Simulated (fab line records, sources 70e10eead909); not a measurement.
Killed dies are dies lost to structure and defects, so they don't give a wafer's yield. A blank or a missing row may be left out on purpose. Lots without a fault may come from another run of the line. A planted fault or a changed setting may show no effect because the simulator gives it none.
Which tool did it? | flow nand_harc | 7 lots, 21 wafers sampled, at 1 step of a route of 1302

WHAT THE GAUGES READ, wafer by wafer
NHARC_P_BONDPAD_OVL_MEAS_38.
lot  | measured     | on         | overlay_x_nm (nm)
L837 | day 7 10:14  | overlay-01 | 3 2 3
L839 | day 8 13:01  | overlay-01 | 7 7 7
L842 | day 9 17:57  | overlay-01 | -1 -1 -1
L849 | day 12 12:56 | overlay-02 | -3 -3 -3
L851 | day 13 04:56 | overlay-02 | 6 6 6
L853 | day 14 08:52 | overlay-02 | -4 -3 -3
L856 | day 15 13:07 | overlay-02 | 1 1 2

WHICH TOOL RAN EACH LOT (tool, then ch and the chambers of the sampled wafers, then the start)
The record holds no process step before these readings.

THE ANSWER, worked out from the rows above alone
Rule: what is usual is taken from the lots themselves. Put in order of their means at a reading, lots are off if they are a third of the lots or fewer, leave a main group of 4 or more, and stand apart from it by a gap of 3 or more times the standard deviation of the main group's means; of several such gaps the widest counts. A main group whose means are all the same, to the digits that the tables above print for the reading, isn't used. A lot without any number at a reading at which 4 lots or more have one is off too. The other lots that the step has rows for count as sound.
No lot is off at any reading shown: from this, nothing can be told.

WHAT THE SIMULATOR HAD PUT IN
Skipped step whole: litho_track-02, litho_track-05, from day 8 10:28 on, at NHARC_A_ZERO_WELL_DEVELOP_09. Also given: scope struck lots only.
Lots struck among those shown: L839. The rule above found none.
